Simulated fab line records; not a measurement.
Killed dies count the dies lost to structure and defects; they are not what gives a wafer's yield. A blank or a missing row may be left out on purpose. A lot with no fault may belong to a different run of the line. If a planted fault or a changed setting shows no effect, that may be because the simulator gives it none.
fab line records -- flow nand-harc -- part 1 of 2: steps 1 to 25 of 34
[record] lots = 5, wafers = 15, last-day = 24
route steps=1159 shown A_WL_FILL@839 A_CONTACT@840
lots that met no fault: from a run of the same line without faults
start-h: hours from the record's opening day to when the first of the lot's shown wafers began -- wait-h: hours from the lot's prior step to this one -- " as in the row above -- L1.1+2: one row covering several wafers at once -- - either no value or no given start -- * or withheld: withheld -- < > ~ a bound
route shown NAME@n: a module of which the file shows steps, and the number in the route of the first -- usual: mean and standard deviation over wafers with no fault -- same: alike in all rows -- chamber/n: place in a boat -- sites: each site's reading -- _std_site: the values' standard deviation -- _edge_site: inner sites' mean taken away from outer sites' mean -- radius-mm: for every site, how far away it sits from the centre of the wafer -- mask NAME#n: copy n -- behind: tool/chamber where the wafer was last shaped -- hold: why the lot went on hold/how many hours it stayed there/how the hold came to an end -- device: transistor that didn't switch, given as n, p or np -- end of line: at the end of the route, the tests of the same wafers -- a step with no rows: only its recipe -- killed: count of dies lost to structure and defects at first sort (not the wafer's yield) -- map: a wafer's dies, marking killed ones x, the rest . and places with no die _
set.NAME: setting as actually run; set.NAME@STEP: the setting as run at that earlier step -- model.NAME: the simulator's own value behind a step, which no gauge read
lots seen at some steps along the route; tables by step, rows by wafer
services: a tool's chamber out of use, with start hour (start-h, from the record's first day; less than 0 if before it), hours out, and reason
[[steps]]
[step NHARC_A_WL_FILL_INSPECT_15]
[usual] raw-defect-count = 379/110
lot.wafer,tool,chamber,start-h,wait-h,raw-defect-count
L074.1,defect-inspect-02,-,351.78,0.0,247
L074.2,defect-inspect-02,-,351.78,0.0,415
L074.4,defect-inspect-02,-,351.78,0.0,552
L083.3,defect-inspect-02,-,421.42,0.0,450
L083.4,defect-inspect-02,-,421.42,0.0,631
L083.6,defect-inspect-02,-,421.42,0.0,456
L080.1,defect-inspect-02,-,425.68,0.0,536
L080.3,defect-inspect-02,-,425.68,0.0,318
L080.6,defect-inspect-02,-,425.68,0.0,450
L091.4,defect-inspect-01,-,475.19,0.0,232
L091.5,defect-inspect-01,-,475.19,0.0,219
L091.6,defect-inspect-01,-,475.19,0.0,278
L094.1,defect-inspect-02,-,500.67,0.0,365
L094.3,defect-inspect-02,-,500.67,0.0,411
L094.5,defect-inspect-02,-,500.67,0.0,327
[step NHARC_A_CONTACT_DEP_24]
[recipe] target-thk-a = 5000, temp-c = 400, pressure-torr = 6.5, rf-w = 900, teos-flow-sccm = 161.4, flow-sccm = 2650, target-thk-nm = 500, gas = O2, material = SiO2
[usual] chamber-pressure-Torr = 6.499/0.015, heater-power-outer-w = 292/63, heater-power-w = 551/78, showerhead-vpp-V = 1819/73, throttle-valve-pct = 15.9/0.38
lot.wafer,tool,chamber,start-h,wait-h,chamber-pressure-Torr,heater-power-outer-w,heater-power-w,showerhead-vpp-V,throttle-valve-pct
L074.2,pecvd-02,1,351.91,0.1,6.512,277,485,1766,15.9
L074.1,pecvd-02,2,351.91,0.1,6.522,244,479,1973,15.4
L074.4,pecvd-02,1,351.91,0.1,6.486,287,496,1778,15.9
L083.3,pecvd-02,0,421.55,0.1,6.485,198,432,1859,15.6
L083.6,pecvd-02,0,421.55,0.1,6.493,218,463,1872,15.3
L083.4,pecvd-02,1,421.55,0.1,6.492,244,450,1792,16.1
L080.1,pecvd-04,0,425.75,0.1,6.504,335,630,1735,16.0
L080.3,pecvd-04,2,425.75,0.1,6.503,449,694,1795,16.2
L080.6,pecvd-04,0,425.75,0.1,6.528,233,495,1730,16.0
L091.4,pecvd-02,1,475.44,0.2,6.510,183,370,1793,16.2
L091.5,pecvd-02,2,475.44,0.2,6.498,315,567,1980,15.7
L091.6,pecvd-02,0,475.44,0.2,6.516,257,503,1894,15.4
L094.1,pecvd-01,0,500.90,0.2,6.502,341,618,1808,16.6
L094.3,pecvd-01,1,500.90,0.2,6.501,375,594,1806,15.1
L094.5,pecvd-01,2,500.90,0.2,6.514,277,588,1701,16.2
[step NHARC_A_CONTACT_DEP_28]
[recipe] target-thk-a = 36000, temp-c = 400, material = aC
[usual] throttle-valve-pct = 35.000/0.0084
lot.wafer,tool,chamber,start-h,wait-h,throttle-valve-pct
L074.1,acl-dep-01,0,352.69,0.3,34.986
L074.2,acl-dep-01,0,352.69,0.3,34.994
L074.4,acl-dep-01,0,352.69,0.3,35.004
L083.3,acl-dep-01,0,422.82,0.8,35.007
L083.4,acl-dep-01,0,422.82,0.8,34.998
L083.6,acl-dep-01,0,422.82,0.8,34.995
L080.1,acl-dep-03,0,426.35,0.1,35.012
L080.3,acl-dep-03,0,426.35,0.1,34.999
L080.6,acl-dep-03,0,428.18,1.9,34.994
L091.4,acl-dep-02,0,477.23,1.4,34.998
L091.5,acl-dep-02,0,477.23,1.4,34.987
L091.6,acl-dep-02,0,477.23,1.4,34.998
L094.1,acl-dep-01,0,501.51,0.1,35.017
L094.3,acl-dep-01,0,501.51,0.1,34.987
L094.5,acl-dep-01,0,501.51,0.1,34.995
[step NHARC_A_CONTACT_DEP_29]
[recipe] target-thk-a = 700, target-thk-nm = 70, temp-c = 400, pressure-torr = 3.5, flow-sccm = 200, rf-w = 350, material = SiON
[usual] chamber-pressure-Torr = 3.499/0.0068, heater-power-outer-w = 434/57, heater-power-w = 738/76, showerhead-vpp-V = 1144/49
lot.wafer,tool,chamber,start-h,wait-h,chamber-pressure-Torr,heater-power-outer-w,heater-power-w,showerhead-vpp-V
L074.2,pecvd-01,1,354.89,1.5,3.501,412,658,1157
L074.1,pecvd-01,0,354.89,1.5,3.505,579,951,1118
L074.4,pecvd-01,1,354.89,1.5,3.497,421,665,1150
L083.3,pecvd-02,0,424.29,1.1,3.501,358,643,1180
L083.4,pecvd-02,1,424.29,1.1,3.507,402,646,1120
L083.6,pecvd-02,2,424.29,1.1,3.509,387,651,1223
L080.1,pecvd-02,0,428.59,1.9,3.497,384,699,1180
L080.3,pecvd-02,2,428.59,1.9,3.498,442,754,1233
L080.6,pecvd-02,1,428.59,1.9,3.505,359,578,1109
L091.5,pecvd-02,0,478.42,0.5,3.506,370,660,1171
L091.4,pecvd-02,1,478.42,0.5,3.500,398,657,1094
L091.6,pecvd-02,2,478.42,0.5,3.504,424,710,1223
L094.1,pecvd-04,0,503.76,1.9,3.512,441,774,1068
L094.3,pecvd-04,0,503.76,1.9,3.488,440,793,1080
L094.5,pecvd-04,1,503.76,1.9,3.487,395,757,1140
[step NHARC_A_CONTACT_DEHYDRATE_32]
[recipe] temp-c = 150, time-s = 120
lot.wafer,tool,chamber,start-h,wait-h
L074.1+2+4,litho-track-04,0,355.17,0.2
L083.3+4+6,litho-track-04,0,424.57,0.2
L080.1+3+6,litho-track-04,0,428.86,0.2
L091.4+5+6,litho-track-04,0,478.61,0.1
L094.1+3+5,litho-track-01,0,504.12,0.3
[step NHARC_A_CONTACT_HMDS_33]
[recipe] time-s = 30
lot.wafer,tool,chamber,start-h,wait-h
L074.1+2+4,litho-track-04,0,-,-
L083.3+4+6,litho-track-04,0,-,-
L080.1+3+6,litho-track-04,0,-,-
L091.4+5+6,litho-track-04,0,-,-
L094.1+3+5,litho-track-01,0,-,-
[step NHARC_A_CONTACT_COAT_34]
[recipe] temp-c = 260, time-s = 75
lot.wafer,tool,chamber,start-h,wait-h
L074.1+2+4,litho-track-04,0,-,-
L083.3+4+6,litho-track-04,0,-,-
L080.1+3+6,litho-track-04,0,-,-
L091.4+5+6,litho-track-04,0,-,-
L094.1+3+5,litho-track-01,0,-,-
[step NHARC_A_CONTACT_COAT_35]
[recipe] temp-c = 225, time-s = 65
lot.wafer,tool,chamber,start-h,wait-h
L074.1+2+4,litho-track-04,0,-,-
L083.3+4+6,litho-track-04,0,-,-
L080.1+3+6,litho-track-04,0,-,-
L091.4+5+6,litho-track-04,0,-,-
L094.1+3+5,litho-track-01,0,-,-
[step NHARC_A_CONTACT_COAT_36]
[recipe] spin-rpm = 1500, resist-thk-nm = 90
lot.wafer,tool,chamber,start-h,wait-h
L074.1+2+4,litho-track-04,0,-,-
L083.3+4+6,litho-track-04,0,-,-
L080.1+3+6,litho-track-04,0,-,-
L091.4+5+6,litho-track-04,0,-,-
L094.1+3+5,litho-track-01,0,-,-
[step NHARC_A_CONTACT_SOFTBAKE_37]
[recipe] temp-c = 105, time-s = 55
lot.wafer,tool,chamber,start-h,wait-h
L074.1+2+4,litho-track-04,0,-,-
L083.3+4+6,litho-track-04,0,-,-
L080.1+3+6,litho-track-04,0,-,-
L091.4+5+6,litho-track-04,0,-,-
L094.1+3+5,litho-track-01,0,-,-
[step NHARC_A_CONTACT_EBR_38]
lot.wafer,tool,chamber,start-h,wait-h
L074.1+2+4,litho-track-04,0,-,-
L083.3+4+6,litho-track-04,0,-,-
L080.1+3+6,litho-track-04,0,-,-
L091.4+5+6,litho-track-04,0,-,-
L094.1+3+5,litho-track-01,0,-,-
[step NHARC_A_CONTACT_EXPOSE_39]
[recipe] na = 1.35, sigma-outer = 0.8, dose-mj = 58.79, mask-id = A_CC_3
lot.wafer,tool,chamber,start-h,wait-h,mask
L074.1+2+4,arfi-scanner-01,0,355.48,-,A_CC_3#0
L083.3+4+6,arfi-scanner-03,0,424.89,-,A_CC_3#0
L080.1+3+6,arfi-scanner-03,0,429.04,-,A_CC_3#0
L091.4+5+6,arfi-scanner-03,0,478.81,-,A_CC_3#0
L094.1+3+5,arfi-scanner-03,0,504.43,-,A_CC_3#0
[step NHARC_A_CONTACT_PEB_40]
[recipe] peb-temp-c = 100, peb-time-s = 65
lot.wafer,tool,chamber,start-h,wait-h
L074.1+2+4,litho-track-06,0,355.54,0.1
L083.3+4+6,litho-track-04,0,424.94,0.0
L080.1+3+6,litho-track-06,0,429.10,0.1
L091.4+5+6,litho-track-01,0,478.86,0.0
L094.1+3+5,litho-track-01,0,504.49,0.1
[step NHARC_A_CONTACT_DEVELOP_41]
[recipe] develop-time-s = 35, dev-temp-c = 23
lot.wafer,tool,chamber,start-h,wait-h
L074.1+2+4,litho-track-06,0,-,-
L083.3+4+6,litho-track-04,0,-,-
L080.1+3+6,litho-track-06,0,-,-
L091.4+5+6,litho-track-01,0,-,-
L094.1+3+5,litho-track-01,0,-,-
[step NHARC_A_CONTACT_CD_MEAS_42]
[recipe] target-cd-nm = 200, landing-energy-ev = 500
[usual] cd-nm = 200.1/0.39
lot.wafer,tool,chamber,start-h,wait-h,cd-nm
L074.1,cd-sem-01,0,355.62,-,200.3
L074.2,cd-sem-01,0,355.62,-,200.3
L074.4,cd-sem-01,0,355.62,-,200.7
L083.3,cd-sem-02,0,425.02,-,199.2
L083.4,cd-sem-02,0,425.02,-,199.8
L083.6,cd-sem-02,0,425.02,-,200.0
L080.1,cd-sem-02,0,429.18,-,200.1
L080.3,cd-sem-02,0,429.18,-,199.5
L080.6,cd-sem-02,0,429.18,-,199.7
L091.4,cd-sem-03,0,478.94,-,200.5
L091.5,cd-sem-03,0,478.94,-,200.1
L091.6,cd-sem-03,0,478.94,-,200.7
L094.1,cd-sem-02,0,504.57,-,200.1
L094.3,cd-sem-02,0,504.57,-,200.2
L094.5,cd-sem-02,0,504.57,-,200.1
[step NHARC_A_CONTACT_OVL_MEAS_43]
[usual] overlay-x-nm = 0.1/0.71, overlay-y-nm = 0.1/0.9
lot.wafer,tool,chamber,start-h,wait-h,overlay-x-nm,overlay-y-nm
L074.1,overlay-01,-,355.71,-,-1.3,0.6
L074.2,overlay-01,-,355.71,-,-0.9,0.3
L074.4,overlay-01,-,355.71,-,-1.5,0.1
L083.3,overlay-02,-,425.11,-,0.7,0.3
L083.4,overlay-02,-,425.11,-,1.0,-0.4
L083.6,overlay-02,-,425.11,-,0.8,0.2
L080.1,overlay-02,-,429.27,-,-0.3,0.8
L080.3,overlay-02,-,429.27,-,-0.5,0.9
L080.6,overlay-02,-,429.27,-,-0.4,0.8
L091.4,overlay-02,-,479.03,-,-0.1,0.6
L091.5,overlay-02,-,479.03,-,0.4,1.0
L091.6,overlay-02,-,479.03,-,0.6,1.1
L094.1,overlay-01,-,504.66,-,0.2,1.5
L094.3,overlay-01,-,504.66,-,0.6,1.5
L094.5,overlay-01,-,504.66,-,-0.1,1.6
[step NHARC_A_CONTACT_INSPECT_44]
[usual] raw-defect-count = 27/11
lot.wafer,tool,chamber,start-h,wait-h,raw-defect-count
L074.1,defect-inspect-01,-,355.75,0.0,19
L074.2,defect-inspect-01,-,355.75,0.0,17
L074.4,defect-inspect-01,-,355.75,0.0,15
L083.3,defect-inspect-01,-,425.14,0.0,11
L083.4,defect-inspect-01,-,425.14,0.0,15
L083.6,defect-inspect-01,-,425.14,0.0,11
L080.1,defect-inspect-01,-,429.31,0.0,37
L080.3,defect-inspect-01,-,429.31,0.0,29
L080.6,defect-inspect-01,-,429.31,0.0,32
L091.4,defect-inspect-02,-,479.06,0.0,26
L091.5,defect-inspect-02,-,479.06,0.0,41
L091.6,defect-inspect-02,-,479.06,0.0,39
L094.1,defect-inspect-02,-,504.69,0.0,35
L094.3,defect-inspect-02,-,504.69,0.0,34
L094.5,defect-inspect-02,-,504.69,0.0,32
[step NHARC_A_CONTACT_DESCUM_47]
[recipe] time-s = 3, o2-flow-sccm = 200, ar-flow-sccm = 0, bias-power-w = 0, chemistry = O2
[usual] drypump-motor-current-A = 5.7/0.45, oes-product-au = 1.000/0.0072, rf-vpp-V = 57.9/0.9, showerhead-plenum-p-Torr = 1.93/0.084, throttle-valve-pct = 11.313/0.009
lot.wafer,tool,chamber,start-h,wait-h,drypump-motor-current-A,oes-product-au,rf-hours-counter-h,rf-vpp-V,showerhead-plenum-p-Torr,throttle-valve-pct
L074.4,rie-diel-04,3,355.81,0.1,5.3,1.002,10,58.4,2.01,11.325
L074.2,rie-diel-04,0,355.81,0.1,5.7,1.001,11,59.4,1.99,11.299
L074.1,rie-diel-04,1,355.81,0.1,5.7,0.993,10,58.0,1.91,11.300
L083.3,rie-diel-04,0,425.22,0.1,5.7,1.006,21,57.4,1.99,11.306
L083.4,rie-diel-04,1,425.22,0.1,5.7,0.998,22,57.0,1.91,11.319
L083.6,rie-diel-04,2,425.22,0.1,6.6,1.009,-,56.3,1.82,11.298
L080.1,rie-diel-04,0,429.38,0.1,5.7,0.995,22,57.8,1.99,11.309
L080.3,rie-diel-04,1,429.38,0.1,5.7,0.990,22,58.3,1.91,11.319
L080.6,rie-diel-04,0,429.38,0.1,5.7,0.998,-,59.0,1.99,11.297
L091.4,rie-diel-04,3,479.14,0.1,5.3,0.995,1,57.5,2.01,11.323
L091.5,rie-diel-04,1,479.14,0.1,5.7,1.010,-,58.0,1.91,11.323
L091.6,rie-diel-04,2,479.14,0.1,6.6,0.999,-,58.0,1.82,11.299
L094.1,rie-diel-04,1,504.77,0.1,5.7,0.996,5,58.7,1.91,11.317
L094.3,rie-diel-04,2,504.77,0.1,6.6,0.990,4,57.6,1.81,11.317
L094.5,rie-diel-04,0,504.77,0.1,5.7,0.993,-,58.0,1.98,11.311
[step NHARC_A_CONTACT_ETCH_48]
[recipe] target-depth-a = 390, over-etch-frac = 0.3, time-s = 65, ion-energy-ev = 80, cf4-flow-sccm = 150, ar-flow-sccm = 0, rf-w = 300, bias-w = 100, chemistry = CF4
[usual] drypump-motor-current-A = 5.7/0.44, oes-product-au = 1.001/0.0069, rf-vpp-V = 151.5/1.3, showerhead-plenum-p-Torr = 1.79/0.069, throttle-valve-pct = 13.285/0.0084
lot.wafer,tool,chamber,start-h,wait-h,drypump-motor-current-A,oes-product-au,rf-hours-counter-h,rf-vpp-V,showerhead-plenum-p-Torr,throttle-valve-pct
L074.1,rie-diel-04,1,355.90,0.1,5.6,0.994,10,150.5,1.77,13.279
L074.4,rie-diel-04,2,355.90,0.1,6.6,1.000,10,150.5,1.69,13.281
L074.2,rie-diel-04,0,355.90,0.1,5.7,1.001,11,152.6,1.84,13.294
L083.4,rie-diel-04,0,425.29,0.1,5.7,1.007,21,151.6,1.83,13.282
L083.3,rie-diel-04,1,425.29,0.1,5.6,0.984,22,150.5,1.77,13.284
L083.6,rie-diel-04,0,425.29,0.1,5.7,0.991,-,152.6,1.83,13.287
L080.1,rie-diel-04,1,429.46,0.1,5.7,0.997,22,153.2,1.77,13.290
L080.3,rie-diel-04,2,429.46,0.1,6.5,1.011,22,150.2,1.69,13.289
L080.6,rie-diel-04,0,429.46,0.1,5.7,0.998,-,151.4,1.83,13.290
L091.4,rie-diel-04,0,479.21,0.1,5.7,0.999,1,151.9,1.83,13.279
L091.5,rie-diel-04,0,479.21,0.1,5.7,0.994,-,151.2,1.83,13.307
L091.6,rie-diel-04,1,479.21,0.1,5.6,0.990,-,151.4,1.76,13.270
L094.1,rie-diel-04,0,504.85,0.1,5.7,1.002,6,152.5,1.83,13.287
L094.3,rie-diel-04,1,504.85,0.1,5.6,0.996,5,151.7,1.76,13.295
L094.5,rie-diel-04,2,504.85,0.1,6.6,0.985,-,150.8,1.68,13.279
[step NHARC_A_CONTACT_ETCH_49]
[recipe] target-depth-a = 2600, over-etch-frac = 0.3, time-s = 475.3, ion-energy-ev = 200, n2-flow-sccm = 150, h2-flow-sccm = 150, ar-flow-sccm = 0, rf-w = 400, bias-w = 150, chemistry = N2/H2
[usual] drypump-motor-current-A = 5.7/0.46, n2-flow-sccm = 150.0/0.46, oes-product-au = 1.000/0.0062, rf-vpp-V = 431.0/2.6, showerhead-plenum-p-Torr = 2.06/0.092, throttle-valve-pct = 14.171/0.0087
lot.wafer,tool,chamber,start-h,wait-h,drypump-motor-current-A,n2-flow-sccm,oes-product-au,rf-hours-counter-h,rf-vpp-V,showerhead-plenum-p-Torr,throttle-valve-pct
L074.2,rie-diel-04,2,-,-,6.6,151.0,0.994,10,426.4,1.94,14.163
L074.1,rie-diel-04,3,-,-,5.3,149.4,1.002,10,434.2,2.15,14.173
L074.4,rie-diel-04,1,-,-,5.7,150.3,1.002,10,430.7,2.04,14.155
L083.4,rie-diel-04,3,-,-,5.4,149.1,0.995,21,432.8,2.15,14.169
L083.3,rie-diel-04,0,-,-,5.7,149.9,1.000,22,431.6,2.12,14.158
L083.6,rie-diel-04,0,-,-,5.7,149.5,0.995,-,432.1,2.12,14.176
L080.3,rie-diel-04,3,-,-,5.3,150.2,0.998,22,433.5,2.14,14.179
L080.1,rie-diel-04,0,-,-,5.7,150.1,1.003,22,432.2,2.12,14.164
L080.6,rie-diel-04,2,-,-,6.6,149.6,1.017,-,427.2,1.94,14.167
L091.4,rie-diel-04,2,-,-,6.5,150.1,1.002,1,427.4,1.93,14.177
L091.5,rie-diel-04,1,-,-,5.6,150.6,0.995,-,429.9,2.03,14.173
L091.6,rie-diel-04,2,-,-,6.6,149.0,0.985,-,427.2,1.93,14.159
L094.1,rie-diel-04,2,-,-,6.6,149.8,0.994,4,429.5,1.93,14.162
L094.3,rie-diel-04,3,-,-,5.3,149.3,0.996,5,431.9,2.14,14.172
L094.5,rie-diel-04,1,-,-,5.7,149.9,1.000,-,431.1,2.03,14.173
[step NHARC_A_CONTACT_ETCH_50]
[recipe] target-depth-a = 847, time-s = 42.4, cf4-flow-sccm = 100, chf3-flow-sccm = 30, ar-flow-sccm = 0, rf-w = 500, bias-w = 200, chemistry = CF4/CHF3
[usual] drypump-motor-current-A = 5.7/0.44, oes-product-au = 0.958/0.018, rf-vpp-V = 371.1/2.4, showerhead-plenum-p-Torr = 1.59/0.065, throttle-valve-pct = 16.801/0.009
lot.wafer,tool,chamber,start-h,wait-h,drypump-motor-current-A,oes-product-au,rf-hours-counter-h,rf-vpp-V,showerhead-plenum-p-Torr,throttle-valve-pct
L074.2,rie-diel-04,2,-,-,6.6,0.979,10,367.6,1.50,16.786
L074.4,rie-diel-04,3,-,-,5.3,0.942,11,371.6,1.65,16.811
L074.1,rie-diel-04,0,-,-,5.7,0.943,11,372.9,1.64,16.819
L083.3,rie-diel-04,1,-,-,5.7,0.988,22,372.8,1.57,16.814
L083.4,rie-diel-04,3,-,-,5.3,0.973,21,373.1,1.65,16.806
L083.6,rie-diel-04,2,-,-,6.5,0.970,-,368.9,1.50,16.801
L080.1,rie-diel-04,0,-,-,5.7,0.967,22,373.1,1.63,16.808
L080.3,rie-diel-04,2,-,-,6.6,0.981,22,367.4,1.50,16.797
L080.6,rie-diel-04,0,-,-,5.7,0.971,-,374.3,1.63,16.788
L091.4,rie-diel-04,3,-,-,5.3,0.943,1,373.1,1.65,16.797
L091.5,rie-diel-04,0,-,-,5.7,0.949,-,373.7,1.63,16.787
L091.6,rie-diel-04,1,-,-,5.7,0.954,-,369.7,1.57,16.810
L094.1,rie-diel-04,0,-,-,5.7,0.951,6,372.7,1.63,16.795
L094.3,rie-diel-04,1,-,-,5.6,0.975,5,370.6,1.57,16.795
L094.5,rie-diel-04,0,-,-,5.7,0.955,-,371.0,1.63,16.815
[step NHARC_A_CONTACT_ETCH_51]
[recipe] target-depth-a = 36000, over-etch-frac = 0.3, time-s = 936, ion-energy-ev = 150, o2-flow-sccm = 400, cos-flow-sccm = 20, ar-flow-sccm = 0, rf-w = 500, bias-w = 300, chemistry = O2/COS
[usual] drypump-motor-current-A = 5.7/0.44, oes-product-au = 1.000/0.0078, rf-vpp-V = 314.6/2, showerhead-plenum-p-Torr = 3.16/0.13, throttle-valve-pct = 28.331/0.009
lot.wafer,tool,chamber,start-h,wait-h,drypump-motor-current-A,oes-product-au,rf-hours-counter-h,rf-vpp-V,showerhead-plenum-p-Torr,throttle-valve-pct
L074.2,rie-diel-04,1,-,-,5.7,0.989,11,313.6,3.12,28.322
L074.1,rie-diel-04,2,-,-,6.6,1.007,10,311.1,2.98,28.315
L074.4,rie-diel-04,0,-,-,5.7,1.005,11,316.2,3.24,28.335
L083.3,rie-diel-04,0,-,-,5.7,0.997,22,315.1,3.24,28.329
L083.4,rie-diel-04,1,-,-,5.6,0.995,22,314.5,3.12,28.337
L083.6,rie-diel-04,0,-,-,5.7,0.989,-,316.5,3.24,28.351
L080.3,rie-diel-04,3,-,-,5.3,0.995,22,316.2,3.27,28.329
L080.1,rie-diel-04,2,-,-,6.6,0.985,22,310.7,2.97,28.337
L080.6,rie-diel-04,3,-,-,5.3,1.000,-,317.2,3.27,28.326
L091.4,rie-diel-04,0,-,-,5.7,1.007,1,314.8,3.23,28.314
L091.5,rie-diel-04,3,-,-,5.3,1.004,-,316.0,3.26,28.336
L091.6,rie-diel-04,0,-,-,5.7,1.010,-,316.0,3.23,28.338
L094.3,rie-diel-04,3,-,-,5.3,0.992,5,315.1,3.26,28.330
L094.1,rie-diel-04,0,-,-,5.7,0.997,6,314.8,3.23,28.336
L094.5,rie-diel-04,2,-,-,6.6,0.992,-,311.4,2.97,28.325
[step NHARC_A_CONTACT_ETCH_111]
[recipe] source-w = withheld, pressure-mtorr = 20, bias-v = withheld, time-s = 140, target-depth-a = 7000, ar-flow-sccm = withheld, c4f8-flow-sccm = withheld, o2-flow-sccm = withheld, chemistry = C4F8/O2/Ar
lot.wafer,tool,chamber,start-h,wait-h,rf-hours-counter-h
L074.1,har-cap-etch-01,1,357.24,-,54
L074.2,har-cap-etch-01,0,357.24,-,54
L074.4,har-cap-etch-01,1,357.24,-,-
L083.4,har-cap-etch-03,0,426.53,-,-
L083.3,har-cap-etch-03,1,426.53,-,-
L083.6,har-cap-etch-03,0,426.53,-,-
L080.1,har-cap-etch-02,0,430.63,-,16
L080.3,har-cap-etch-02,0,430.63,-,-
L080.6,har-cap-etch-02,0,430.63,-,-
L091.4,har-cap-etch-01,0,480.45,-,-
L091.6,har-cap-etch-01,0,480.45,-,-
L091.5,har-cap-etch-01,1,480.45,-,-
L094.1,har-cap-etch-01,1,506.02,-,80
L094.3,har-cap-etch-01,0,506.02,-,-
L094.5,har-cap-etch-01,0,506.02,-,-
[step NHARC_A_CONTACT_ETCH_112]
[recipe] source-w = withheld, pressure-mtorr = 20, bias-v = 3000, time-s = 94, target-depth-a = 9220, ar-flow-sccm = withheld, c4f8-flow-sccm = withheld, o2-flow-sccm = withheld, chemistry = C4F8/O2/Ar
lot.wafer,tool,chamber,start-h,wait-h,rf-hours-counter-h
L074.1,har-cap-etch-01,1,357.44,0.2,54
L074.2,har-cap-etch-01,0,357.44,0.2,54
L074.4,har-cap-etch-01,1,357.44,0.2,-
L083.4,har-cap-etch-03,0,426.70,0.1,-
L083.3,har-cap-etch-03,1,426.70,0.1,-
L083.6,har-cap-etch-03,0,426.70,0.1,-
L080.1,har-cap-etch-02,0,430.83,0.2,16
L080.3,har-cap-etch-02,0,430.83,0.2,-
L080.6,har-cap-etch-02,0,430.83,0.2,-
L091.4,har-cap-etch-01,0,480.61,0.1,-
L091.6,har-cap-etch-01,0,480.61,0.1,-
L091.5,har-cap-etch-01,1,480.61,0.1,-
L094.1,har-cap-etch-01,1,506.22,0.2,80
L094.3,har-cap-etch-01,0,506.22,0.2,-
L094.5,har-cap-etch-01,0,506.22,0.2,-
[step NHARC_A_CONTACT_ETCH_113]
[recipe] source-w = withheld, pressure-mtorr = 20, bias-v = 3000, time-s = 94, target-depth-a = 9220, ar-flow-sccm = withheld, c4f8-flow-sccm = withheld, o2-flow-sccm = withheld, chemistry = C4F8/O2/Ar
lot.wafer,tool,chamber,start-h,wait-h,rf-hours-counter-h
L074.1,har-cap-etch-01,1,357.53,0.1,54
L074.2,har-cap-etch-01,0,357.53,0.1,54
L074.4,har-cap-etch-01,1,357.53,0.1,-
L083.4,har-cap-etch-03,0,426.78,0.1,-
L083.3,har-cap-etch-03,1,426.78,0.1,-
L083.6,har-cap-etch-03,0,426.78,0.1,-
L080.1,har-cap-etch-02,0,430.92,0.1,16
L080.3,har-cap-etch-02,0,430.92,0.1,-
L080.6,har-cap-etch-02,0,430.92,0.1,-
L091.4,har-cap-etch-01,0,480.70,0.1,-
L091.6,har-cap-etch-01,0,480.70,0.1,-
L091.5,har-cap-etch-01,1,480.70,0.1,-
L094.1,har-cap-etch-01,1,506.31,0.1,81
L094.3,har-cap-etch-01,0,506.31,0.1,-
L094.5,har-cap-etch-01,0,506.31,0.1,-
